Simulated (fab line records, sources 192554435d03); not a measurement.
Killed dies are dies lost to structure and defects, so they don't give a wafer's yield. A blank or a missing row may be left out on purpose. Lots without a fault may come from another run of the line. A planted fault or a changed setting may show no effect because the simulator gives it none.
fab line records | flow n5_finfet
record lots=13 wafers=35 last_day=18
route steps=1938 shown BEOL_M10@1515 BEOL_M11@1536 PASSIVATION@1936
lots that met no fault: from a run of the same line without faults
start_h: hours from the record's first day to the start of the lot's first wafer shown | wait_h: hours since the lot's step before | " the same as in the row above | L1.1+2: a row that stands for several wafers | - no value, or no start given | * or withheld: withheld | < > ~ a bound
route shown NAME@n: a module of which the file shows steps, and the number in the route of the first | usual: mean/standard deviation of fault-free wafers | same: alike in all rows | chamber/n: place in a boat | sites: the reading at each site | _std_site: their standard deviation | _edge_site: outer sites' mean less inner sites' | radius_mm: how far each site lies from the wafer's centre | mask NAME#n: copy n | behind: the tool/chamber that last shaped the wafer | hold: why the lot was held/for how many hours/how that ended | device: the transistor (n, p or np) that didn't switch | end of line: the same wafers' tests at the end of the route | a step without rows: its recipe alone | killed: dies lost to structure and defects at the first sort, not the wafer's yield | map: a wafer's dies, x killed, . not, _ none there
set.NAME: the setting as run; set.NAME@STEP: as run at that earlier step | model.NAME: the simulator's own value behind a step, which no gauge read
steps of the route over a sample of lots; a table a step, a row a wafer
services: from which hour (start_h, from the record's first day; less than 0 if before it) a tool's chamber was out of use, for how many hours, and why
## steps
# step N5_BEOL_M10_OCD_MEAS_38
# usual trench_depth_nm=148/3
# columns lot.wafer tool chamber start_h wait_h trench_depth_nm
L393.1 ocd-02 - 218.27 - 148
L393.5 " - " " 152
L394.4 ocd-02 - 225.65 - 149
L394.5 " - " " 153
L394.6 " - " " 148
L395.2 ocd-02 - 227.49 - 143
L395.3 " - " " 151
L395.4 " - " " 143
L396.1 ocd-01 - 230.99 - 150
L396.2 " - " " 143
L396.4 " - " " 150
L397.1 ocd-01 - 238.58 - 151
L397.4 " - " " 150
L397.6 " - " " 149
L409.2 ocd-02 - 316.62 - 152
L409.3 " - " " 147
L409.5 " - " " 148
L407.4 ocd-02 - 316.80 - 151
L410.2 ocd-02 - 322.73 - 150
L410.3 " - " " 148
L410.6 " - " " 149
L412.3 ocd-01 - 341.04 - 143
L412.4 " - " " 148
L412.6 " - " " 148
L411.1 ocd-01 - 341.39 - 149
L411.3 " - " " 144
L414.2 ocd-02 - 354.25 - 142
L414.3 " - " " 148
L414.4 " - " " 152
L416.3 ocd-02 - 372.77 - 144
L416.5 " - " " 147
L416.6 " - " " 151
L415.2 ocd-01 - 373.28 - 151
L415.4 " - " " 146
L415.6 " - " " 151
# step N5_BEOL_M10_SPUTTER_48
# recipe material=Cu target_thk_a=120 temp_c=-20 bias_v=60 power_w=26000 chamber_pressure_pa=0.13 time_s=2
# usual throttle_valve_pct=30.1/1.1
# columns lot.wafer tool chamber start_h wait_h throttle_valve_pct
L393.1 pvd_sputter-01 - 219.56 0.2 29.9
L393.5 " - " " 31.4
L394.4 pvd_sputter-03 - 228.13 0.3 30.8
L394.5 " - " " 29.9
L394.6 " - " " 29.7
L395.2 pvd_sputter-02 - 229.09 0.1 27.7
L395.3 " - " " 29.5
L395.4 " - " " 31.2
L396.1 pvd_sputter-02 - 234.55 0.1 31.1
L396.2 " - " " 27.8
L396.4 " - " " 29.4
L397.1 pvd_sputter-03 - 241.07 0.3 29.8
L397.4 " - " " 30.9
L397.6 " - " " 31.2
L409.2 pvd_sputter-03 - 318.02 0.1 31.1
L409.3 " - " " 29.9
L409.5 " - " " 30.7
L407.4 pvd_sputter-03 - 318.98 0.5 31.1
L410.2 pvd_sputter-02 - 323.91 0.1 29.4
L410.3 " - " " 31.1
L410.6 " - " " 31.4
L412.3 pvd_sputter-02 - 342.56 0.1 30.9
L412.4 " - " " 27.7
L412.6 " - " " 29.7
L411.1 pvd_sputter-01 - 344.29 0.3 30.9
L411.3 " - " " 29.8
L414.2 pvd_sputter-02 - 357.25 0.3 31.3
L414.3 " - " " 27.6
L414.4 " - " " 29.8
L416.3 pvd_sputter-01 - 374.18 0.1 31.5
L416.5 " - " " 30.7
L416.6 " - " " 28.6
L415.2 pvd_sputter-03 - 374.68 0.2 30.7
L415.4 " - " " 29.7
L415.6 " - " " 30.2
# step N5_BEOL_M11_ILD_DEP_00
# recipe material=SiCOH_lowk target_thk_a=3085.1 temp_c=300 precursor=DEMS/porogen pressure_torr=5 rf_w=500 time_s=58
# usual heater_power_w=331/47 run_length_s=100.8/0.49 showerhead_plenum_p_Torr=5.756/0.015 throttle_valve_pct=13.8/0.7
# columns lot.wafer tool chamber start_h wait_h heater_power_w run_length_s showerhead_plenum_p_Torr throttle_valve_pct
L393.1 pecvd-03 2 220.68 0.0 314 101.2 5.765 13.1
L393.5 " 0 " " 344 101.4 5.768 13.4
L394.4 pecvd-04 1 229.18 0.1 363 100.9 5.770 14.5
L394.5 " 2 " " 376 100.1 5.743 13.7
L394.6 " 0 " " 261 100.2 5.748 13.8
L395.2 pecvd-03 0 230.13 0.0 375 101.8 5.755 13.5
L395.3 " 1 " " 301 100.9 5.744 13.3
L395.4 " 1 " " 308 100.5 5.764 13.4
L396.1 pecvd-04 1 235.98 0.0 341 100.5 5.787 14.7
L396.2 " 0 " " 241 100.3 5.750 13.7
L396.4 " 0 " " 261 100.3 5.742 13.6
L397.1 pecvd-03 0 242.09 0.0 398 101.3 5.762 13.4
L397.4 " 0 " " 401 101.2 5.763 13.5
L397.6 " 2 " " 338 101.8 5.773 13.2
L409.2 pecvd-03 1 319.17 0.0 294 100.6 5.737 13.5
L409.3 " 2 " " 319 101.2 5.775 13.7
L409.5 " 0 " " 372 85.4 5.746 13.6
L407.4 pecvd-03 2 320.03 0.1 309 84.9 5.769 13.5
L410.2 pecvd-04 2 324.93 0.0 368 100.2 5.727 13.6
L410.3 " 1 " " 385 101.1 5.770 14.7
L410.6 " 2 " " 380 100.6 5.745 13.5
L412.3 pecvd-04 2 343.78 0.0 387 100.2 5.741 13.8
L412.4 " 1 " " 399 100.6 5.774 14.7
L412.6 " 0 " " 260 100.4 5.734 13.5
L411.1 pecvd-01 2 345.31 0.0 298 100.6 5.773 13.1
L411.3 " 0 " " 253 100.2 5.754 13.7
L414.2 pecvd-04 2 358.45 0.0 388 100.2 5.741 14.0
L414.3 " 1 " " 337 101.2 5.771 14.9
L414.4 " 2 " " 396 101.0 5.735 13.8
L416.3 pecvd-04 1 375.59 0.0 368 100.9 5.769 14.9
L416.5 " 1 " " 383 101.2 5.760 14.5
L416.6 " 0 " " 297 100.2 5.742 13.6
L415.2 pecvd-01 0 376.04 0.0 297 100.9 5.733 13.6
L415.4 " 0 " " 301 100.2 5.729 13.7
L415.6 " 2 " " 282 100.5 5.784 13.1
# step N5_BEOL_M11_THK_MEAS_01
# recipe reads=SiCOH_lowk_of_BEOL_M11_ILD_DEP_00
# usual M11_ILD_THK=269/3.8
# columns lot.wafer tool chamber start_h wait_h M11_ILD_THK[nm]
L393.1 film_metro-01 - 221.30 0.4 262
L393.5 " - " " 271
L394.4 film_metro-01 - 230.22 0.4 270
L394.5 " - " " 270
L394.6 " - " " 273
L395.2 film_metro-01 - 230.72 0.4 268
L395.3 " - " " 266
L395.4 " - " " 271
L396.1 film_metro-02 - 237.05 0.8 266
L396.2 " - " " 267
L396.4 " - " " 268
L397.1 film_metro-02 - 242.68 0.4 271
L397.4 " - " " 277
L397.6 " - " " 269
L409.2 film_metro-01 - 319.78 0.4 268
L409.3 " - " " 266
L409.5 " - " " 204
L407.4 film_metro-01 - 320.59 0.2 196
L410.2 film_metro-02 - 325.53 0.4 266
L410.3 " - " " 266
L410.6 " - " " 269
L412.3 film_metro-01 - 344.38 0.3 264
L412.4 " - " " 271
L412.6 " - " " 269
L411.1 film_metro-02 - 345.90 0.4 274
L411.3 " - " " 275
L414.2 film_metro-01 - 359.05 0.4 266
L414.3 " - " " 265
L414.4 " - " " 271
L416.3 film_metro-02 - 376.18 0.3 264
L416.5 " - " " 267
L416.6 " - " " 269
L415.2 film_metro-01 - 377.11 0.4 268
L415.4 " - " " 272
L415.6 " - " " 269
# step N5_BEOL_M11_HM_DEP_02
# recipe material=TiN target_thk_a=200 temp_c=25 chamber_pressure_pa=0.49996
# usual throttle_valve_pct=30.1/1.2
# columns lot.wafer tool chamber start_h wait_h throttle_valve_pct
L393.1 pvd_sputter-03 - 222.14 0.8 30.1
L393.5 " - " " 30.9
L394.4 pvd_sputter-02 - 231.47 1.2 29.6
L394.5 " - " " 27.3
L394.6 " - " " 29.6
L395.2 pvd_sputter-02 - 231.57 0.8 27.8
L395.3 " - " " 31.1
L395.4 " - " " 30.1
L396.1 pvd_sputter-03 - 239.21 2.1 30.1
L396.2 " - " " 29.9
L396.4 " - " " 31.1
L397.1 pvd_sputter-02 - 245.38 2.7 27.6
L397.4 " - " " 31.2
L397.6 " - " " 31.2
L409.2 pvd_sputter-03 - 322.32 2.5 30.4
L409.3 " - " " 30.0
L409.5 " - " " 29.8
L407.4 pvd_sputter-02 - 322.63 2.0 29.6
L410.2 pvd_sputter-02 - 329.28 3.7 29.6
L410.3 " - " " 31.1
L410.6 " - " " 30.9
L412.3 pvd_sputter-02 - 344.90 0.5 29.7
L412.4 " - " " 27.8
L412.6 " - " " 31.1
L411.1 pvd_sputter-03 - 348.37 2.4 29.9
L411.3 " - " " 31.0
L414.2 pvd_sputter-01 - 360.11 1.0 31.1
L414.3 " - " " 29.8
L414.4 " - " " 28.5
L416.3 pvd_sputter-02 - 378.83 2.6 31.3
L416.5 " - " " 31.1
L416.6 " - " " 31.3
L415.2 pvd_sputter-01 - 379.20 2.0 31.5
L415.4 " - " " 29.7
L415.6 " - " " 31.6
# step N5_PASSIVATION_PROBE_49
# usual killed_at_M0_to_M3=36/10 killed_at_M4_up=13/5.5 killed_at_contacts=12/5.6 killed_at_front_end=42/12 killed_at_other=4/3.2 killed_dies=108/18 killed_open=71/13 killed_short=34/7.8
# same gross_dies=1180 killed_at_back_side=0
# columns lot.wafer tool chamber start_h wait_h killed_at_M0_to_M3 killed_at_M4_up killed_at_contacts killed_at_front_end killed_at_other killed_dies killed_open killed_short
L397.1 prober-02 - 289.16 0.0 22 16 7 44 9 98 70 25
L397.4 prober-02 - 289.31 0.2 18 17 3 69 4 111 69 34
L397.6 prober-02 - 289.41 0.3 14 14 2 49 3 82 49 23
L409.2 prober-01 - 373.46 0.1 45 14 19 47 2 127 75 48
L409.3 prober-01 - 373.51 0.1 41 7 14 19 0 81 52 26
L409.5 prober-01 - 373.61 0.2 48 9 6 29 7 99 55 41
L407.4 prober-01 - 376.81 0.2 33 7 12 89 4 145 95 49
L410.2 prober-02 - 380.91 0.1 54 13 13 26 13 119 79 40
L410.3 prober-02 - 380.96 0.1 41 22 19 45 8 135 94 39
L410.6 prober-02 - 381.11 0.3 45 11 10 40 5 111 83 28
L412.3 prober-01 - 399.21 0.1 40 8 5 47 13 113 73 38
L412.4 prober-01 - 399.26 0.2 38 11 7 24 7 87 56 27
L412.6 prober-01 - 399.36 0.3 34 10 10 46 6 106 71 32
L411.1 prober-01 - 400.90 0.0 28 17 5 35 7 92 61 28
L411.3 prober-01 - 401.00 0.1 31 7 6 27 3 74 53 20
L414.2 prober-01 - 410.77 0.1 33 17 16 42 1 109 72 32
L414.3 prober-01 - 410.82 0.1 52 20 19 59 4 154 106 47
L414.4 prober-01 - 410.87 0.2 30 12 26 37 0 105 74 30
# killed by level:class
L397.1 FIN_SAQP:geometric_particle:open=17 FIN_SAQP:geometric_particle:short=10 DUMMY_GATE:geometric_particle:open=6 MOL_CONTACT_COAG:geometric_particle:open=6 BEOL_M1:geometric_particle:open=6 BEOL_M2:geometric_particle:open=5 BEOL_M5:geometric_particle:open=5 BEOL_M4:geometric_particle:open=4
L397.4 FIN_SAQP:geometric_particle:open=21 HKMG_FIN:area_etch=8 BEOL_M4:geometric_particle:open=7 FIN_SAQP:geometric_particle:short=7 STI_FIN_REVEAL:geometric_particle:open=7 BEOL_M0_SAQP:geometric_particle:open=6 BEOL_M0_SAQP:geometric_particle:short=5 STARTING-WAFER:geometric_particle:open=5
L397.6 HKMG_FIN:area_etch=8 STI_FIN_REVEAL:geometric_particle:open=6 FIN_SAQP:geometric_particle:short=5 FIN_SAQP:geometric_particle:open=4 SPACER0:geometric_particle:short=4 BEOL_M1:geometric_particle:open=4 STI_FIN_REVEAL:geometric_particle:short=3 DUMMY_GATE:geometric_particle:open=3
L409.2 FIN_SAQP:geometric_particle:open=15 BEOL_M0_SAQP:geometric_particle:open=15 BEOL_M0_SAQP:geometric_particle:short=12 MOL_CONTACT_COAG:geometric_particle:open=12 MOL_CONTACT_COAG:geometric_particle:short=7 BEOL_M3:geometric_particle:short=7 BEOL_M4:geometric_particle:open=7 STI_FIN_REVEAL:geometric_particle:open=6
L409.3 BEOL_M0_SAQP:geometric_particle:short=14 BEOL_M2:geometric_particle:open=12 MOL_CONTACT_COAG:geometric_particle:open=10 BEOL_M0_SAQP:geometric_particle:open=10 MOL_CONTACT_COAG:geometric_particle:short=4 STARTING-WAFER:geometric_particle:open=4 BEOL_M4:geometric_particle:open=4 GATE_CUT:geometric_particle:short=3
L409.5 BEOL_M0_SAQP:geometric_particle:open=16 BEOL_M0_SAQP:geometric_particle:short=8 FIN_SAQP:geometric_particle:open=5 DUMMY_GATE:geometric_particle:open=5 BEOL_M1:geometric_particle:open=5 BEOL_M3:geometric_particle:open=5 MOL_CONTACT_COAG:geometric_particle:open=4 BEOL_M0:geometric_particle:short=4
L407.4 FIN_SAQP:geometric_particle:open=23 STI_FIN_REVEAL:geometric_particle:open=20 FIN_SAQP:geometric_particle:short=17 BEOL_M3:geometric_particle:open=10 MOL_CONTACT_COAG:geometric_particle:open=9 BEOL_M0_SAQP:geometric_particle:open=6 STI_FIN_REVEAL:geometric_particle:short=5 BEOL_M0_SAQP:geometric_particle:short=5
L410.2 BEOL_M3:geometric_particle:open=18 BEOL_M0_SAQP:geometric_particle:short=15 STI_FIN_REVEAL:geometric_particle:open=10 MOL_CONTACT_COAG:geometric_particle:open=10 BEOL_M0_SAQP:geometric_particle:open=10 DUMMY_GATE:geometric_particle:open=6 BEOL_M1:geometric_particle:open=6 MIM_TOP:geometric_particle:short=5
L410.3 STI_FIN_REVEAL:geometric_particle:open=25 MOL_CONTACT_COAG:geometric_particle:open=14 BEOL_M0_SAQP:geometric_particle:short=9 BEOL_M0_SAQP:geometric_particle:open=9 BEOL_M4:geometric_particle:open=9 BEOL_M3:geometric_particle:open=7 MOL_CONTACT_COAG:geometric_particle:short=5 GATE_CUT:geometric_particle:short=4
L410.6 STI_FIN_REVEAL:geometric_particle:open=24 BEOL_M0_SAQP:geometric_particle:short=12 MOL_CONTACT_COAG:geometric_particle:open=9 BEOL_M0_SAQP:geometric_particle:open=9 BEOL_M3:geometric_particle:open=8 BEOL_M2:geometric_particle:open=5 BEOL_M0:geometric_particle:open=4 PASS1_CAP:geometric_particle:open=4
L412.3 FIN_SAQP:geometric_particle:short=14 FIN_SAQP:geometric_particle:open=11 BEOL_M0_SAQP:geometric_particle:short=11 BEOL_M2:geometric_particle:open=9 STI_FIN_REVEAL:geometric_particle:open=8 BEOL_M0_SAQP:geometric_particle:open=8 MIM_TOP_ETCH:geometric_particle:open=7 MOL_CONTACT_COAG:geometric_particle:open=5
L412.4 BEOL_M1:geometric_particle:open=11 BEOL_M0_SAQP:geometric_particle:short=9 MOL_CONTACT_COAG:geometric_particle:open=7 BEOL_M0_SAQP:geometric_particle:open=6 BEOL_M2:geometric_particle:open=6 STI_FIN_REVEAL:geometric_particle:open=5 BEOL_M5:geometric_particle:open=5 FIN_SAQP:geometric_particle:short=4
L412.6 STI_FIN_REVEAL:geometric_particle:open=11 MOL_CONTACT_COAG:geometric_particle:open=7 BEOL_M0_SAQP:geometric_particle:short=6 SPACER0:geometric_particle:open=6 BEOL_M3:geometric_particle:open=6 FIN_SAQP:geometric_particle:open=5 BEOL_M0_SAQP:geometric_particle:open=5 BEOL_M1:geometric_particle:open=5
L411.1 STI_FIN_REVEAL:geometric_particle:open=12 BEOL_M1:geometric_particle:open=11 BEOL_M3:geometric_particle:open=8 GATE_CUT:geometric_particle:short=6 BEOL_M4:geometric_particle:open=6 FIN_SAQP:geometric_particle:open=4 MOL_CONTACT_COAG:geometric_particle:open=4 FIN_SAQP:geometric_particle:short=3
L411.3 BEOL_M3:geometric_particle:open=11 STI_FIN_REVEAL:geometric_particle:open=6 MOL_CONTACT_COAG:geometric_particle:open=6 BEOL_M0_SAQP:geometric_particle:open=6 BEOL_M0_SAQP:geometric_particle:short=5 FIN_SAQP:geometric_particle:short=3 FIN_SAQP:geometric_particle:open=3 ILD0:geometric_particle:short=3
L414.2 MOL_CONTACT_COAG:geometric_particle:open=13 BEOL_M3:geometric_particle:open=10 FIN_SAQP:geometric_particle:open=9 STI_FIN_REVEAL:geometric_particle:open=8 BEOL_M5:geometric_particle:open=8 FIN_SAQP:geometric_particle:short=7 BEOL_M0_SAQP:geometric_particle:short=7 BEOL_M2:geometric_particle:open=6
L414.3 BEOL_M2:geometric_particle:open=19 FIN_SAQP:geometric_particle:open=18 FIN_SAQP:geometric_particle:short=16 MOL_CONTACT_COAG:geometric_particle:open=13 BEOL_M4:geometric_particle:open=9 BEOL_M0_SAQP:geometric_particle:open=9 DUMMY_GATE:geometric_particle:open=7 MOL_CONTACT_COAG:geometric_particle:short=6
L414.4 MOL_CONTACT_COAG:geometric_particle:open=21 FIN_SAQP:geometric_particle:open=10 BEOL_M2:geometric_particle:open=10 FIN_SAQP:geometric_particle:short=9 MOL_CONTACT_COAG:geometric_particle:short=5 BEOL_M4:geometric_particle:open=5 STI_FIN_REVEAL:geometric_particle:open=4 BEOL_M0_SAQP:geometric_particle:short=4
## services
# columns tool chamber start_h hours kind
pecvd-03 1 218.40 5.5 scheduled_down
pecvd-03 0 224.32 5.5 scheduled_down
pvd_sputter-02 - 279.52 3.8 repair
pecvd-01 - 289.64 1.0 repair
pecvd-04 1 298.99 6.2 repair
pecvd-04 2 303.65 2.1 scheduled_down
pecvd-04 1 317.58 4.5 repair
pvd_sputter-01 - 320.04 19.6 repair
pecvd-04 1 327.41 2.1 scheduled_down
pecvd-03 2 351.75 2.1 scheduled_down
pvd_sputter-01 - 354.53 5.4 repair
pecvd-01 2 357.44 5.5 scheduled_down
pecvd-03 0 357.77 12.8 repair
## key
first_sign step=N5_BEOL_M11_ILD_DEP_00 reading=run_length_s direction=down sigmas=32 usual=* struck=*
effect step=N5_BEOL_M11_THK_MEAS_01 reading=M11_ILD_THK direction=down sigmas=18 usual=269 struck=200
met_at N5_BEOL_M11_ILD_DEP_00
struck_lots L407,L409
struck_wafers L407.4,L409.5
tester_left_out L407
not_acting_at N5_BEOL_M10_OCD_MEAS_38,N5_BEOL_M10_SPUTTER_48,N5_BEOL_M11_HM_DEP_02
onset_between 242.09 319.17
earlier_fault kind=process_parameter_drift tool=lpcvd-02 chamber=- onset_h=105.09 steps=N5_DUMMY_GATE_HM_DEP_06 channel=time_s offset=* shape=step end_h=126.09 acts_in=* stated=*
fault kind=process_parameter_drift tool=pecvd-03 chamber=- onset_h=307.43 steps=N5_BEOL_M11_ILD_DEP_00 channel=time_s offset=* shape=step end_h=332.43 scope=struck_wafers_only acts_in=* stated=*
# tester_left_out: of these lots the tester's yield and bins aren't shown, on N5 and GAA mostly nor the transistor test; their killed dies are dies lost to structure and defects alone, not to doping, threshold or leakage, so they don't give the yield
